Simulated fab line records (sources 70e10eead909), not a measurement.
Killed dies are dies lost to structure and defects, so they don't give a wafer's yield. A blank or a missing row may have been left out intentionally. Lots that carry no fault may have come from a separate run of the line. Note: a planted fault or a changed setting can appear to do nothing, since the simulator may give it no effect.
Struck lot and sound lot, side by side ; flow nand-harc ; 42 steps out of a route of 1302
Sound: these wafers, L783.2, L783.3, L783.5. Struck: wafer L775.3. (L775.4, L775.6 of the same lot were not struck and are left out.) The cause comes at the end.
Order at every step that has rows: each side's tool, ch and its chambers, its first start. Under that, the readings that differ: sound wafers ; struck wafers ; difference of the means ; sigmas: that difference in standard deviations of wafers without a fault.
alike: readings whose means differ by less than 2 such deviations, and words and numbers that are the same on both sides. not compared: withheld readings, readings that some wafer has no value for, bounds like >300 that may hide the same value, and numbers for which the record gives no deviation and whose values overlap.
The two part at a step that has a row with sigmas, a row that says differs or no value, or rows on one side only. When numbers do not overlap yet have no deviation, they are printed without sigmas and do not part them. Lack of a reading on every wafer of one side parts them only where that side has two or more wafers.

NHARC_A_M1_PVD_20: deposits TaN, target thk 5 nm, time 8.06 s.
  sound on pvd-sputter-03; struck on pvd-sputter-03
  alike: throttle-valve-pct
then, 3 steps without rows for these wafers: NHARC_A_M1_PVD_21 (deposits Cu, target thk 30 nm, time 20.49 s); NHARC_A_M1_ECD_22 (material Cu, target thk 400 nm); NHARC_A_M1_ANNEAL_31 (time 90 s).
NHARC_A_M1_CMP_23: polishes, t overpolish 20 s, target thk 154.34 nm.
  sound on cmp-04 ch 0,2,3, day 32 02:05; struck on cmp-03 ch 3, day 28 08:10
reading;sound;struck;difference;sigmas
motor-current-A (A);9.1 10.1 13.6;15.3;+4.4;+3
  alike: retaining-ring-pressure-frac, time-to-endpoint-s
NHARC_A_M1_THK_MEAS_24: measures by xrf.
  sound on film-metro-01 at day 32 02:22; struck on film-metro-01 at day 28 08:28
reading;sound;struck;difference;sigmas
thk-nm (nm);152.9 153.9 153.7;157.1;+3.6;+3
then, 1 step without rows for these wafers: NHARC_A_M1_SRD_25.
NHARC_A_M1_INSPECT_27:
  sound on defect-inspect-01 at day 32 02:32; struck on defect-inspect-02 at day 28 08:37
  alike: raw-defect-count
then, 2 steps without rows for these wafers: NHARC_A_M1_PRE_CLEAN_32 (time 12 s); NHARC_A_M1_DEP_33 (deposits SiCN, target thk 30 nm).
NHARC_A_BONDPAD_DEP_00: deposits SiCN, target thk 250 nm.
  sound on pecvd-04 ch 0,1, day 32 03:19; struck on pecvd-01 ch 2, day 28 09:20
  alike: heater-power-w, rf-fwd-power-W
NHARC_A_BONDPAD_CMP_29: polishes SiCN, target thk 200 nm.
  sound on cmp-04 ch 0,1,3, day 32 03:42; struck on cmp-04 ch 2, day 28 09:46
  alike: motor-current-A, retaining-ring-pressure-frac
NHARC_A_BONDPAD_THK_MEAS_30: measures by ellipsometry.
  sound on film-metro-02 at day 32 03:55; struck on film-metro-02 at day 28 09:59
  alike: thk-nm
then, 10 steps without rows for these wafers: NHARC_A_BONDPAD_SRD_31; NHARC_A_BONDPAD_DEHYDRATE_01 (time 120 s); NHARC_A_BONDPAD_HMDS_02 (time 30 s); NHARC_A_BONDPAD_COAT_33 (time 65 s); NHARC_A_BONDPAD_COAT_03 (resist thk 600 nm); NHARC_A_BONDPAD_SOFTBAKE_04 (time 70 s); NHARC_A_BONDPAD_EBR_05; NHARC_A_BONDPAD_EXPOSE_06 (exposes mask A BPAD); NHARC_A_BONDPAD_PEB_07 (peb time 80 s); NHARC_A_BONDPAD_DEVELOP_08 (time 50 s).
NHARC_A_BONDPAD_CD_MEAS_09: target cd 500 nm.
  sound on cd-sem-02 ch 0, day 32 04:23; struck on cd-sem-02 ch 0, day 28 10:33
  alike: cd-nm
NHARC_A_BONDPAD_OVL_MEAS_35:
  sound on overlay-02 at day 32 04:28; struck on overlay-01 at day 28 10:38
reading;sound;struck;difference;sigmas
overlay-y-nm (nm);-10 -11 -11;7;+18;+4
  alike: overlay-x-nm
then, 4 steps without rows for these wafers: NHARC_A_BONDPAD_HARDBAKE_10 (time 65 s); NHARC_A_BONDPAD_DESCUM_11 (chemistry O2, time 3 s); NHARC_A_BONDPAD_ETCH_34 (etches the open film in N2/H2, target depth 60 nm, overetch 18 nm, time 65.91 s); NHARC_A_BONDPAD_ETCH_12 (etches the open film in CHF3/O2, target depth 220 nm, time 110 s).
NHARC_A_BONDPAD_CD_MEAS_13:
  sound on cd-sem-01 at day 32 04:55; struck on cd-sem-02 at day 28 11:05
  alike: cd-nm
then, 1 step without rows for these wafers: NHARC_A_BONDPAD_STRIP_15 (strips in O2).
NHARC_A_BONDPAD_ETCH_24: etches the open film in CF4/N2, target depth 30 nm, time 72.99 s.
  sound on rie-diel-06 ch 0,1,3; struck on rie-diel-09 ch 1
reading;sound;struck;difference;sigmas
bias-w (W);100.3 100.0 100.5;99.5;-0.8;-2
rf-fwd-power-W (W);297.2 295.8 295.6;299.4;+3.2;+3
  alike: drypump-motor-current-A, oes-product-au, rf-vpp-V, showerhead-plenum-p-Torr, throttle-valve-pct
  not compared: rf-hours-counter-h
then, 2 steps without rows for these wafers: NHARC_A_BONDPAD_STRIP_16 (strips in post etch residue remover, time 600 s); NHARC_A_BONDPAD_DEGAS_25 (time 60 s).
NHARC_A_BONDPAD_PRE_CLEAN_26: time 30 s.
  sound on pvd-sputter-01; struck on pvd-sputter-03
  alike: heater-power-w
then, 5 steps without rows for these wafers: NHARC_A_BONDPAD_PVD_17 (deposits TaN, target thk 5 nm, time 8.06 s); NHARC_A_BONDPAD_PVD_27 (deposits Cu, target thk 30 nm, time 20.49 s); NHARC_A_BONDPAD_ECD_18 (material Cu, target thk 400 nm); NHARC_A_BONDPAD_ANNEAL_28 (time 90 s); NHARC_A_BONDPAD_CMP_19 (polishes, t overpolish 30 s, cu recess touch 16 s, target thk 169.82 nm).
NHARC_A_BONDPAD_THK_MEAS_20: measures by xrf.
  sound on film-metro-02 at day 32 06:59; struck on film-metro-01 at day 28 13:07
  alike: thk-nm
NHARC_END_SORT_01:
  sound on prober-02 ch 0, day 33 16:31; struck on prober-01 ch 0, day 29 21:07
reading;sound;struck;difference;sigmas
defect-limited-yield (%);94 93 92;59;-34;-11
killed-at-array;39 46 47;278;+234;+11
killed-dies;42 48 55;279;+231;+11
killed-short;4 3 6;0;-4;-3
sort_bin_2_pct (%);2.4 1.6 2.8;16.1;+13.8;+11
sort_bin_3_pct (%);1.0 0.3 0.6;2.4;+1.8;+5
sort_bin_4_pct (%);2.8 5.2 4.7;22.7;+18.5;+10
sort-n-pass;635 629 622;398;-231;-11
sort-rim-yield-pct (%);89 87 90;55;-34;-6
sort-yield-pct (%);94 93 92;59;-34;-11
  alike: killed-at-other, killed-at-periphery, killed-open

== WHERE THEY PART ==
First at NHARC_A_M1_CMP_23; last, within this record, at NHARC_END_SORT_01.

WHY: what the simulator had put in
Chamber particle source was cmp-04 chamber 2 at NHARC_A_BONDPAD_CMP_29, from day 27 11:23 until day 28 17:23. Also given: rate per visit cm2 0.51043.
